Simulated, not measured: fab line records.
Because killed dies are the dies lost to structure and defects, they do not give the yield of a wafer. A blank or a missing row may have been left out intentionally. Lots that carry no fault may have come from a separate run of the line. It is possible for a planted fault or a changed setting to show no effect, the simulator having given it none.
Which tool did it? | flow n5_finfet | 7 lots with 21 wafers sampled at 8 steps, on a route of 1938 steps

## WHAT EACH GAUGE READ, for each wafer
N5_BEOL_M4_OCD_MEAS_38. Usual: trench_depth_nm 55.7 nm, standard deviation 0.94.
lot  | measured     | on     | trench_depth_nm (nm) | flag
L497 | day 8 03:20  | ocd-01 | 55.3 57.7 55.6       |
L499 | day 8 05:32  | ocd-02 | 54.7 56.7 54.8       |
L503 | day 9 12:45  | ocd-02 | 55.8 55.1 57.5       |
L507 | day 10 23:26 | ocd-01 | 62.7 56.9 55.7       |
L509 | day 11 10:49 | ocd-01 | 55.0 56.6 55.2       |
L512 | day 11 21:01 | ocd-02 | 56.3 56.0 56.3       |
L519 | day 13 23:01 | ocd-01 | 57.4 55.9 55.5       |

N5_BEOL_M4_THK_MEAS_53: measures by xrf. Usual: M4_THK gives 39.7 nm (standard deviation 1.4).
lot  | measured     | on            | M4_THK (nm)    | flag
L497 | day 8 07:10  | film_metro-01 | 38.6 40.5 39.8 |
L499 | day 8 09:07  | film_metro-02 | 39.1 42.1 39.2 |
L503 | day 9 16:39  | film_metro-01 | 40.6 40.6 43.0 |
L507 | day 11 03:18 | film_metro-02 | 47.8 42.1 39.4 |
L509 | day 11 14:42 | film_metro-02 | 38.1 39.6 38.2 |
L512 | day 12 01:36 | film_metro-01 | 39.7 41.3 42.0 |
L519 | day 14 04:43 | film_metro-01 | 41.2 39.3 38.6 |

N5_BEOL_M4_RS_MEAS_58: the measuring method here is four-point-probe. Usual: M4_RS gives 0.666 ohm/sq (standard deviation 0.028).
lot  | measured     | on            | M4_RS (ohm/sq)    | flag
L497 | day 8 07:25  | film_metro-02 | 0.676 0.633 0.650 |
L499 | day 8 09:22  | film_metro-02 | 0.683 0.623 0.683 |
L503 | day 9 16:55  | film_metro-02 | 0.645 0.648 0.599 |
L507 | day 11 03:34 | film_metro-02 | 0.535 0.624 0.681 |
L509 | day 11 14:58 | film_metro-01 | 0.709 0.677 0.704 |
L512 | day 12 01:52 | film_metro-01 | 0.666 0.636 0.622 |
L519 | day 14 05:04 | film_metro-01 | 0.636 0.678 0.693 |

N5_BEOL_M4_RC_MEAS_101. Usual: DIBL_N 36.0 mV/V, standard deviation 1.7; DIBL_P 35.8 mV/V, standard deviation 2; IOFF_N 0.15 nA/um, standard deviation 0.03; IOFF_P 0.20 nA/um, standard deviation 0.037; ION_N 670 uA/um, standard deviation 12; ION_P 460 uA/um, standard deviation 7.2; SS_N 71.5 mV/dec, standard deviation 0.68; SS_P 73.2 mV/dec, standard deviation 0.65; VT_N 250 mV, standard deviation 3.1; VT_P -251 mV, standard deviation 3.4.
lot  | measured     | on        | DIBL_N (mV/V)  | DIBL_P (mV/V)  | IOFF_N (nA/um) | IOFF_P (nA/um) | ION_N (uA/um) | ION_P (uA/um) | SS_N (mV/dec)  | SS_P (mV/dec)  | VT_N (mV)   | VT_P (mV)      | flag
L497 | day 8 07:37  | prober-01 | 36.4 34.2 34.7 | 35.4 31.6 32.5 | 0.16 0.11 0.13 | 0.20 0.16 0.16 | 664 655 662   | 456 455 454   | 71.6 70.5 71.2 | 73.0 72.0 72.5 | 250 256 253 | -251 -256 -257 |
L499 | day 8 09:44  | prober-02 | 38.8 37.2 36.9 | 39.1 37.0 35.8 | 0.20 0.16 0.14 | 0.28 0.22 0.21 | 671 664 667   | 463 459 460   | 72.0 71.6 72.1 | 74.1 72.7 73.2 | 246 249 250 | -244 -247 -250 |
L503 | day 9 17:07  | prober-01 | 35.7 35.9 37.4 | 36.3 36.5 38.2 | 0.16 0.15 0.19 | 0.19 0.20 0.23 | 681 674 689   | 459 467 471   | 71.7 72.2 73.0 | 72.8 74.3 73.7 | 247 252 248 | -252 -252 -251 |
L507 | day 11 03:55 | prober-01 | 36.8 37.1 38.4 | 34.2 35.8 37.2 | 0.14 0.15 0.17 | 0.19 0.21 0.24 | 658 674 674   | 453 468 468   | 71.7 72.0 71.9 | 73.1 72.4 74.4 | 256 251 250 | -252 -251 -248 |
L509 | day 11 15:01 | prober-01 | 36.2 35.2 35.0 | 35.7 35.6 34.7 | 0.14 0.14 0.12 | 0.19 0.20 0.18 | 658 684 655   | 453 470 460   | 71.2 71.1 70.1 | 72.7 73.4 72.7 | 252 250 254 | -252 -250 -251 |
L512 | day 12 02:13 | prober-01 | 36.8 33.2 35.1 | 35.9 33.4 33.8 | 0.17 0.12 0.14 | 0.19 0.16 0.16 | 682 677 665   | 462 466 451   | 71.5 70.2 71.2 | 73.5 72.4 73.3 | 247 252 254 | -251 -254 -257 |
L519 | day 14 05:07 | prober-02 | 36.1 32.9 36.1 | 37.4 33.9 37.3 | 0.16 0.12 0.16 | 0.21 0.17 0.20 | 685 672 681   | 467 457 460   | 71.8 70.4 71.1 | 73.0 72.3 73.9 | 251 252 249 | -252 -252 -253 |

## TOOL THAT RAN EACH LOT (tool first, then ch and the chambers of the sampled wafers, then the start)
lot  | N5_BEOL_M4_ETCH_77               | N5_BEOL_M4_TRENCH_ETCH_37          | N5_BEOL_M4_STRIP_97                           | N5_BEOL_M4_ANNEAL_49
L497 | rie_diel-04 ch 2,3, day 8 02:19  | rie_diel-02 ch 0,1,2, day 8 03:11  | rie_diel-02 ch 0,1,2, day 8 03:20 or earlier  | pvd_sputter-02, day 8 04:41
L499 | rie_diel-03 ch 0,3, day 8 04:07  | rie_diel-03 ch 0,1, day 8 05:23    | rie_diel-03 ch 0,1, day 8 05:32 or earlier    | pvd_sputter-02, day 8 06:37
L503 | rie_diel-03 ch 0,1, day 9 10:13  | rie_diel-02 ch 0,2,3, day 9 12:35  | rie_diel-02 ch 0,2,3, day 9 12:45 or earlier  | pvd_sputter-01, day 9 14:07
L507 | rie_diel-04 ch 0,3, day 10 17:43 | rie_diel-02 ch 0,2,3, day 10 23:16 | rie_diel-02 ch 0,2,3, day 10 23:26 or earlier | pvd_sputter-01, day 11 00:50
L509 | rie_diel-02 ch 0,3, day 11 04:58 | rie_diel-03 ch 0,3, day 11 10:40   | rie_diel-03 ch 0,3, day 11 10:49 or earlier   | pvd_sputter-03, day 11 12:12
L512 | rie_diel-02 ch 0,1, day 11 17:31 | rie_diel-03 ch 0,2, day 11 20:52   | rie_diel-03 ch 0,2, day 11 21:01 or earlier   | pvd_sputter-02, day 11 23:08
L519 | rie_diel-02 ch 2,3, day 13 14:51 | rie_diel-03 ch 2,3, day 13 22:52   | rie_diel-03 ch 2,3, day 13 23:01 or earlier   | pvd_sputter-02, day 14 02:14
- N5_BEOL_M4_ETCH_77: etches underlayer in N2/H2, target depth 6.5 nm, time 5.2 s.
- N5_BEOL_M4_TRENCH_ETCH_37: etches SiOC in C4F6/O2, target depth 55.555 nm, time 29.2 s.
- N5_BEOL_M4_STRIP_97: strips in N2/H2, time 10 s.
- N5_BEOL_M4_ANNEAL_49: time 240 s.

## AS READ BY THE TOOLS THEMSELVES (means over the sampled wafers that have a number; for cases with no such wafer, the mark the record gives instead)
N5_BEOL_M4_ETCH_77. Usual: bias_w 150.0 W, standard deviation 0.42; chamber_pressure_mTorr 30.00 mTorr, standard deviation 0.045; drypump_motor_current_A 5.9 A, standard deviation 0.34; etch_rf_on_time_s 5.17 s, standard deviation 0.11; n2_flow_sccm 200.1 sccm, standard deviation 0.61; oes_product_au 0.69 a.u., standard deviation 0.081; rf_vpp_V 524.3 V, standard deviation 2.9; showerhead_plenum_p_Torr 2.55 Torr, standard deviation 0.086; throttle_valve_pct 17.76 %, standard deviation 0.19.
lot  | tool        | bias_w (W) | chamber_pressure_mTorr (mTorr) | drypump_motor_current_A (A) | etch_rf_on_time_s (s) | n2_flow_sccm (sccm) | oes_product_au (a.u.) | rf_vpp_V (V) | showerhead_plenum_p_Torr (Torr) | throttle_valve_pct (%) | flag
L497 | rie_diel-04 | 150.2      | 30.04                          | 6.0                         | 5.20                  | 200.5               | 0.64                  | 523.6        | 2.50                            | 17.90                  |
L499 | rie_diel-03 | 150.2      | 30.05                          | 5.9                         | 5.12                  | 200.6               | 0.81                  | 523.2        | 2.52                            | 17.76                  |
L503 | rie_diel-03 | 149.5      | 29.99                          | 5.9                         | 5.08                  | 200.1               | 0.78                  | 523.3        | 2.53                            | 17.80                  |
L507 | rie_diel-04 | 149.8      | 30.01                          | 5.5                         | 5.14                  | 200.2               | 0.73                  | 526.3        | 2.61                            | 17.52                  |
L509 | rie_diel-02 | 150.2      | 29.97                          | 6.0                         | 5.12                  | 200.2               | 0.69                  | 524.5        | 2.58                            | 17.73                  |
L512 | rie_diel-02 | 150.1      | 29.98                          | 5.7                         | 5.02                  | 200.9               | 0.80                  | 526.8        | 2.66                            | 17.53                  |
L519 | rie_diel-02 | 150.1      | 29.98                          | 6.0                         | 5.32                  | 200.6               | 0.59                  | 522.8        | 2.49                            | 17.98                  |

N5_BEOL_M4_TRENCH_ETCH_37. Usual: bias_w 185.0 W, standard deviation 0.54; chamber_pressure_mTorr 30.002 mTorr, standard deviation 0.028; drypump_motor_current_A 5.8 A, standard deviation 0.39; oes_ar_750_au 0.81 a.u., standard deviation 0.087; oes_product_au 0.81 a.u., standard deviation 0.089; rf_vpp_V 671 V, standard deviation 17; showerhead_plenum_p_Torr 2.86 Torr, standard deviation 0.092; throttle_valve_pct 20.78 %, standard deviation 0.12.
lot  | tool        | bias_w (W) | chamber_pressure_mTorr (mTorr) | drypump_motor_current_A (A) | oes_ar_750_au (a.u.) | oes_product_au (a.u.) | rf_vpp_V (V) | showerhead_plenum_p_Torr (Torr) | throttle_valve_pct (%) | flag
L497 | rie_diel-02 | 185.4      | 29.984                         | 5.8                         | 0.78                 | 0.77                  | 658          | 2.77                            | 20.83                  |
L499 | rie_diel-03 | 185.0      | 30.002                         | 6.1                         | 0.93                 | 0.93                  | 679          | 2.90                            | 20.86                  |
L503 | rie_diel-02 | 185.5      | 30.007                         | 6.0                         | 0.76                 | 0.77                  | 670          | 2.85                            | 20.77                  |
L507 | rie_diel-02 | 185.1      | 29.983                         | 6.0                         | 0.75                 | 0.78                  | 670          | 2.85                            | 20.79                  |
L509 | rie_diel-03 | 185.0      | 30.029                         | 6.0                         | 0.84                 | 0.85                  | 684          | 2.85                            | 20.79                  |
L512 | rie_diel-03 | 185.1      | 30.005                         | 5.4                         | 0.90                 | 0.90                  | 675          | 2.80                            | 20.77                  |
L519 | rie_diel-03 | 185.1      | 29.985                         | 5.7                         | 0.82                 | 0.83                  | 682          | 2.84                            | 20.81                  |

N5_BEOL_M4_STRIP_97. Usual: chamber_pressure_mTorr 20.000 mTorr, standard deviation 0.018; drypump_motor_current_A 5.9 A, standard deviation 0.39; n2_flow_sccm 200.0 sccm, standard deviation 0.6; oes_product_au 0.81 a.u., standard deviation 0.087; rf_vpp_V 59.1 V, standard deviation 0.9; showerhead_plenum_p_Torr 2.54 Torr, standard deviation 0.082; temp_c 39.99 C, standard deviation 0.1; throttle_valve_pct 23.56 %, standard deviation 0.23.
lot  | tool        | chamber_pressure_mTorr (mTorr) | drypump_motor_current_A (A) | n2_flow_sccm (sccm) | oes_product_au (a.u.) | rf_vpp_V (V) | showerhead_plenum_p_Torr (Torr) | temp_c (C) | throttle_valve_pct (%) | flag
L497 | rie_diel-02 | 20.000                         | 5.8                         | 199.8               | 0.77                  | 58.5         | 2.47                            | 40.06      | 23.60                  |
L499 | rie_diel-03 | 20.001                         | 6.1                         | 200.1               | 0.92                  | 58.3         | 2.56                            | 39.93      | 23.77                  |
L503 | rie_diel-02 | 20.005                         | 6.0                         | 200.0               | 0.77                  | 59.3         | 2.54                            | 40.03      | 23.61                  |
L507 | rie_diel-02 | 19.999                         | 6.0                         | 200.2               | 0.76                  | 59.2         | 2.54                            | 39.91      | 23.62                  |
L509 | rie_diel-03 | 19.996                         | 6.0                         | 200.2               | 0.85                  | 58.7         | 2.53                            | 40.01      | 23.63                  |
L512 | rie_diel-03 | 20.014                         | 5.5                         | 199.9               | 0.89                  | 59.0         | 2.48                            | 39.95      | 23.64                  |
L519 | rie_diel-03 | 20.004                         | 5.7                         | 200.0               | 0.83                  | 58.4         | 2.52                            | 39.92      | 23.47                  |

N5_BEOL_M4_ANNEAL_49. Usual: heater_power_w 814 W, standard deviation 77.
lot  | tool           | heater_power_w (W) | flag
L497 | pvd_sputter-02 | 794                |
L499 | pvd_sputter-02 | 794                |
L503 | pvd_sputter-01 | 808                |
L507 | pvd_sputter-01 | 837                |
L509 | pvd_sputter-03 | 777                |
L512 | pvd_sputter-02 | 777                |
L519 | pvd_sputter-02 | 823                |

## THE ANSWER, worked out from the rows above alone
Rule: a lot is off if the mean of its wafers that have a number lies more than 3 standard deviations from the usual mean. Also off: a lot with no number at a reading for which 4 or more lots have one. The other lots that the step has rows for count as sound. Order of review: gauges by route order, followed by the tools' own readings, for which a lot's mean as printed above is used. At the first step where some lot is off, the reading lying furthest off is the one used; lots without a number count as furthest.
Across all readings shown, no lot is off: no conclusion can be drawn from this.

## WHAT THE SIMULATOR HAD INSERTED
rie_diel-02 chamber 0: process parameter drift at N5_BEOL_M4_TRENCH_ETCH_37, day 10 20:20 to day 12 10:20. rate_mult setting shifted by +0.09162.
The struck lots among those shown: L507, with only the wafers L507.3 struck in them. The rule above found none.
